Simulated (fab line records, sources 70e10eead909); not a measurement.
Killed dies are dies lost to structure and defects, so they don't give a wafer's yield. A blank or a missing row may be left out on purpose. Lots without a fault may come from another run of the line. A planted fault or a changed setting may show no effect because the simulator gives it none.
A struck lot beside a sound one | flow nand_harc | 13 steps out of a route of 1302
Sound: wafers L254.2, L254.3, L254.4. Struck: wafers L261.1, L261.2, L261.6. The cause comes at the end.
At each step with rows: each side's tool, then ch and its chambers, then its first start. Under that, the readings that differ: sound wafers | struck wafers | difference of the means | sigmas: that difference in standard deviations of wafers without a fault.
alike: readings whose means differ by less than 2 such deviations, and words and numbers that are the same on both sides. not compared: withheld readings, readings that some wafer has no value for, bounds like >300 that may hide the same value, and numbers for which the record gives no deviation and whose values overlap.
The two part at a step that has a row with sigmas, a row that says differs or no value, or rows on one side only. Numbers that don't overlap but have no deviation are shown without sigmas and don't part them. A reading that every wafer of one side lacks parts them only if that side has two wafers or more.

first, 1 step without rows for these wafers: NHARC_P_M0_DEGAS_28 (time 60 s).
NHARC_P_M0_PRE_CLEAN_29: time 30 s.
  sound on pvd_sputter-01; struck on pvd_sputter-01
  alike: heater_power_w
NHARC_P_M0_PVD_20: deposits TaN, target thk 5 nm, time 8.06 s.
  sound on pvd_sputter-01; struck on pvd_sputter-01
  alike: cathode_dc_power_W, throttle_valve_pct
NHARC_P_M0_PVD_21: deposits Cu, target thk 30 nm, time 20.49 s.
  sound on pvd_sputter-01; struck on pvd_sputter-01
  alike: cathode_dc_power_W, throttle_valve_pct
then, 1 step without rows for these wafers: NHARC_P_M0_ECD_22 (material Cu, target thk 400 nm).
NHARC_P_M0_ANNEAL_30: time 90 s.
  sound on rtp_anneal-02 ch 0, day 6 10:32; struck on rtp_anneal-02 ch 0, day 9 09:58
  alike: wafer_temp_C_max
NHARC_P_M0_CMP_23: polishes, t overpolish 20 s, target thk 117.54 nm.
  sound on cmp-01 ch 1,2,3, day 6 10:50; struck on cmp-03 ch 1,2, day 9 10:18
  alike: motor_current_A, time_to_endpoint_s
NHARC_P_M0_THK_MEAS_24: measures by xrf.
  sound on film_metro-01, day 6 11:08; struck on film_metro-01, day 9 10:37
  alike: thk_nm
then, 1 step without rows for these wafers: NHARC_P_M0_SRD_25.
NHARC_P_M0_INSPECT_27:
  sound on defect_inspect-01, day 6 11:18; struck on defect_inspect-01, day 9 10:47
  alike: raw_defect_count
then, 1 step without rows for these wafers: NHARC_P_M0_PRE_CLEAN_31 (time 12 s).
NHARC_P_M0_DEP_32: deposits SiCN, target thk 30 nm.
  sound on pecvd-04 ch 0,1,2, day 6 11:26; struck on pecvd-04 ch 0,1,2, day 9 11:03
  no value came back on the struck wafers for chamber_pressure_Torr (Torr), heater_power_outer_w (W), heater_power_w (W); on the sound wafers chamber_pressure_Torr (Torr) reads 3.006 3.005 2.992
then, 1 step without rows for these wafers: NHARC_P_M1_DEP_00 (deposits SiOC, target thk 182.5 nm).

WHERE THEY PART
Only at NHARC_P_M0_DEP_32, within this record.

WHY: what the simulator had put in
Skipped step whole: pecvd-04, from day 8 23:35 on, at NHARC_P_M0_DEP_32. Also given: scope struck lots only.
